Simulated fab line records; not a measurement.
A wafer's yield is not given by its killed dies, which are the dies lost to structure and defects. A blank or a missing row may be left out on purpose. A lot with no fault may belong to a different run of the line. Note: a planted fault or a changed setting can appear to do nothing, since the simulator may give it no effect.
Chamber matching | flow n5Finfet | rieDiel-01 running N5_HKMG_FIN_STRIP_57: 4 sister chambers
The step strips in CF4. 4 wafers are shown with their chamber, then 9 later ones without.

== WAFERS PAIRED WITH THEIR CHAMBERS ==
wafer  | chamber | showerheadPlenumPTorr (Torr)
L079.1 | 0       | 1.77
L085.5 | 2       | 1.71
L086.2 | 3       | 1.84
L086.4 | 1       | 1.85

== WAFERS MISSING THEIR CHAMBER ==
wafer  | showerheadPlenumPTorr (Torr)
L090.4 | 1.77
L090.5 | 1.71
L090.6 | 1.83
L092.4 | 1.85
L092.5 | 1.77
L092.6 | 1.83
L094.1 | 1.84
L094.2 | 1.70
L094.3 | 1.83

== WHICH CHAMBER EACH ONE RAN IN ==
wafer  | from the rows above     | in truth
L090.4 | 0                       | 0
L090.5 | 2                       | 2
L090.6 | can't be placed: 3 or 1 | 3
L092.4 | can't be placed: 1 or 3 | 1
L092.5 | 0                       | 0
L092.6 | can't be placed: 3 or 1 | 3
L094.1 | can't be placed: 3 or 1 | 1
L094.2 | 2                       | 2
L094.3 | can't be placed: 3 or 1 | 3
Placed correctly: 4 of 9. Unplaceable from these rows: 5, with the true chamber sitting among the candidates in 5. Wrongly placed: 0.
How it was worked out, from the rows above alone: a wafer's distance from a chamber is the root of the sum, over the readings, of the square of ((its reading less the chamber's mean) divided by the reading's scatter). The wafer belongs to the nearest chamber; if the next one is less than 2 further off, it can't be placed. Each chamber's mean is taken over the wafers shown for it. The scatter: with one shown wafer a chamber, the root of the mean of the squares of how far each hidden wafer lies from its nearest shown one.
